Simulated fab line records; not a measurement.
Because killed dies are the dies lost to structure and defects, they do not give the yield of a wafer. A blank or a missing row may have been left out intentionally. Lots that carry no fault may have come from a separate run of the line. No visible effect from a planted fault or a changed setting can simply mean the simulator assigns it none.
Which tool was responsible? | flow nandHarc | 6 lots (18 wafers sampled), 1 step of a 1159-step route

WHAT EACH GAUGE READ, for each wafer
NHARC_HYBRID_BOND_OVL_MEAS_05.
lot  | measured     | on         | overlayXNm (nm)
L523 | day 19 13:43 | overlay-01 | 18 -1 14
L525 | day 20 04:49 | overlay-02 | 3 60 13
L524 | day 20 12:47 | overlay-02 | 1 30 -19
L530 | day 21 09:23 | overlay-01 | 8 -14 10
L536 | day 22 17:42 | overlay-02 | 65 0 -51
L539 | day 23 09:01 | overlay-01 | -17 3 -10

WHAT TOOL EACH LOT RAN ON (gives the tool, then ch and the chambers of the sampled wafers, and finally the start)
The record holds no process step before these readings.

THE ANSWER, worked out from the rows above alone
Rule: the usual values come from the lots themselves. The widest of any qualifying gaps counts: lots, ordered by their means at a reading, are off when they make up no more than a third of the lots, leave a main group of 4 or more, and stand apart from it by 3 or more times the standard deviation of that group's means. The tables above print the reading to a certain number of digits; a main group whose means all agree to those digits is not used. A lot without any number at a reading at which 4 lots or more have one is off too. Any other lot the step has rows for is counted as sound.
None of the lots is off at any reading shown; this tells nothing.

WHAT THE SIMULATOR PUT IN
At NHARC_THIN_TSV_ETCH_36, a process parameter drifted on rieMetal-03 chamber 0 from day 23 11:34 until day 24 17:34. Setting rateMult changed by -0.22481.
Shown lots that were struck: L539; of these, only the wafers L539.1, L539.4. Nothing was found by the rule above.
